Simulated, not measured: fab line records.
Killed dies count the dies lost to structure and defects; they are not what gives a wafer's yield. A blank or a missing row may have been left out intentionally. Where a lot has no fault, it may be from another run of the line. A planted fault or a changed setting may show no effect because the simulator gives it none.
Check of tool commonality / flow nandHarc / 36 wafers sampled across 12 lots

REASON FOR OPENING
On 4 of the 12 lots, a flag is raised at NHARC_P_M0_CD_MEAS_09 on the reading cdNm. No-fault wafers: 90.1 nm, standard deviation 0.59.
Rule: a lot gets a flag if all its wafers with a number sit over 4 standard deviations from that mean, or if no wafer of it has a number. The other lots count as sound.

lot=L586; measured=day 6 12:19; on=cdSem-01; cdNm (nm), wafer by wafer=91.0 91.0 91.3; flag=
lot=L589; measured=day 7 15:51; on=cdSem-01; cdNm (nm), wafer by wafer=90.2 90.8 90.3; flag=
lot=L590; measured=day 8 02:11; on=cdSem-01; cdNm (nm), wafer by wafer=90.0 90.1 89.2; flag=
lot=L592; measured=day 9 07:12; on=cdSem-03; cdNm (nm), wafer by wafer=91.2 90.8 90.9; flag=
lot=L594; measured=day 10 01:13; on=cdSem-02; cdNm (nm), wafer by wafer=90.3 88.9 89.9; flag=
lot=L596; measured=day 10 16:02; on=cdSem-01; cdNm (nm), wafer by wafer=88.7 89.7 89.8; flag=
lot=L595; measured=day 10 16:17; on=cdSem-03; cdNm (nm), wafer by wafer=89.6 90.4 89.1; flag=
lot=L601; measured=day 12 18:52; on=cdSem-01; cdNm (nm), wafer by wafer=97.5 97.3 96.3; flag=FLAGGED
lot=L602; measured=day 13 05:53; on=cdSem-03; cdNm (nm), wafer by wafer=96.1 95.5 95.3; flag=FLAGGED
lot=L603; measured=day 13 17:07; on=cdSem-01; cdNm (nm), wafer by wafer=94.5 95.0 94.3; flag=FLAGGED
lot=L605; measured=day 14 04:10; on=cdSem-03; cdNm (nm), wafer by wafer=93.9 94.5 94.3; flag=FLAGGED
lot=L608; measured=day 15 16:10; on=cdSem-02; cdNm (nm), wafer by wafer=89.8 90.1 90.3; flag=
The numbers of the flagged lots are 95.4 nm on average: +5.3 nm against the usual, or +9 standard deviations.

EACH LOT AND THE TOOL IT RAN ON
Before the reading, the record contains 2 process steps out of a 1302-step route. Every cell lists first the tool, next ch and the chambers used by the sampled wafers, and last the start.
lot=L586; flag=; NHARC_P_CONTACT_ETCH_31=rieDiel-02 ch 1,2, day 6 09:12 or earlier; NHARC_P_M0_EXPOSE_06=arfiScanner-02 ch 0, day 6 12:11
lot=L589; flag=; NHARC_P_CONTACT_ETCH_31=rieDiel-03 ch 2,3, day 7 12:52 or earlier; NHARC_P_M0_EXPOSE_06=arfiScanner-02 ch 0, day 7 15:43
lot=L590; flag=; NHARC_P_CONTACT_ETCH_31=rieDiel-03 ch 0,3, day 7 22:59 or earlier; NHARC_P_M0_EXPOSE_06=arfiScanner-01 ch 0, day 8 02:03
lot=L592; flag=; NHARC_P_CONTACT_ETCH_31=rieDiel-03 ch 0,1,3, day 9 04:05 or earlier; NHARC_P_M0_EXPOSE_06=arfiScanner-01 ch 0, day 9 07:04
lot=L594; flag=; NHARC_P_CONTACT_ETCH_31=rieDiel-02 ch 0,2, day 9 22:07 or earlier; NHARC_P_M0_EXPOSE_06=arfiScanner-01 ch 0, day 10 01:05
lot=L596; flag=; NHARC_P_CONTACT_ETCH_31=rieDiel-03 ch 0,2,3, day 10 12:46 or earlier; NHARC_P_M0_EXPOSE_06=arfiScanner-03 ch 0, day 10 15:53
lot=L595; flag=; NHARC_P_CONTACT_ETCH_31=rieDiel-13 ch 1,2,3, day 10 13:10 or earlier; NHARC_P_M0_EXPOSE_06=arfiScanner-01 ch 0, day 10 16:09
lot=L601; flag=FLAGGED; NHARC_P_CONTACT_ETCH_31=rieDiel-02 ch 1,2,3, day 12 15:52 or earlier; NHARC_P_M0_EXPOSE_06=arfiScanner-01 ch 0, day 12 18:43
lot=L602; flag=FLAGGED; NHARC_P_CONTACT_ETCH_31=rieDiel-02 ch 2,3, day 13 02:55 or earlier; NHARC_P_M0_EXPOSE_06=arfiScanner-01 ch 0, day 13 05:46
lot=L603; flag=FLAGGED; NHARC_P_CONTACT_ETCH_31=rieDiel-02 ch 0,1,3, day 13 14:08 or earlier; NHARC_P_M0_EXPOSE_06=arfiScanner-01 ch 0, day 13 16:59
lot=L605; flag=FLAGGED; NHARC_P_CONTACT_ETCH_31=rieDiel-13 ch 0,1,3, day 14 01:01 or earlier; NHARC_P_M0_EXPOSE_06=arfiScanner-01 ch 0, day 14 04:02
lot=L608; flag=; NHARC_P_CONTACT_ETCH_31=rieDiel-03 ch 1,2,3, day 15 13:11 or earlier; NHARC_P_M0_EXPOSE_06=arfiScanner-02 ch 0, day 15 16:02
What the steps here do:
- NHARC_P_CONTACT_ETCH_31: etches the open film in CH3F/O2, target depth 30 nm, time 85.7 s.
- NHARC_P_M0_EXPOSE_06: exposes mask P M0, target cd 90 nm.
- NHARC_P_M0_CD_MEAS_09: target cd 90 nm.

FLAGGED AGAINST TOTAL, ONE TOOL AT A TIME (gauges that did the reading follow at the end)
step=NHARC_P_CONTACT_ETCH_31; tool=rieDiel-02; lots run=5; flagged=3; share of the flagged lots=some; sound lots run after its first flagged lot=0
step=NHARC_P_CONTACT_ETCH_31; tool=rieDiel-03; lots run=5; flagged=0; share of the flagged lots=none; sound lots run after its first flagged lot=-
step=NHARC_P_CONTACT_ETCH_31; tool=rieDiel-13; lots run=2; flagged=1; share of the flagged lots=some; sound lots run after its first flagged lot=0
step=NHARC_P_M0_EXPOSE_06; tool=arfiScanner-01; lots run=8; flagged=4; share of the flagged lots=all; sound lots run after its first flagged lot=0
step=NHARC_P_M0_EXPOSE_06; tool=arfiScanner-02; lots run=3; flagged=0; share of the flagged lots=none; sound lots run after its first flagged lot=-
step=NHARC_P_M0_EXPOSE_06; tool=arfiScanner-03; lots run=1; flagged=0; share of the flagged lots=none; sound lots run after its first flagged lot=-
step=NHARC_P_M0_CD_MEAS_09; tool=cdSem-01; lots run=6; flagged=2; share of the flagged lots=some; sound lots run after its first flagged lot=0
step=NHARC_P_M0_CD_MEAS_09; tool=cdSem-02; lots run=2; flagged=0; share of the flagged lots=none; sound lots run after its first flagged lot=-
step=NHARC_P_M0_CD_MEAS_09; tool=cdSem-03; lots run=4; flagged=2; share of the flagged lots=some; sound lots run after its first flagged lot=0
Because NHARC_P_CONTACT_ETCH_31 lacks a start for some lots, the hours and order of its lots are taken from NHARC_P_CONTACT_CD_MEAS_19.

WHAT THE TABLE PERMITS
Rows of the table that ran each flagged lot: 1, that is arfiScanner-01 at NHARC_P_M0_EXPOSE_06.
- arfiScanner-01 at NHARC_P_M0_EXPOSE_06: 4 of its 8 lots flagged. A fault beginning between L595 (day 10 16:09), its last sound lot, and L601 (day 12 18:43), its first flagged one, fits the data. Its own readings lie more than 4 standard deviations out on every wafer of the flagged lots: exposureDoseMJCm2.
One tool is left: arfiScanner-01 at NHARC_P_M0_EXPOSE_06.

WHAT THE SIMULATOR HAD PUT IN
Process parameters drifting: arfiScanner-01 at NHARC_P_M0_EXPOSE_06, beginning at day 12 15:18. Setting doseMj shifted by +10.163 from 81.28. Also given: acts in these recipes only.
Shown lots that were struck: L601, L602, L603, L605. The rule above reached the same finding.
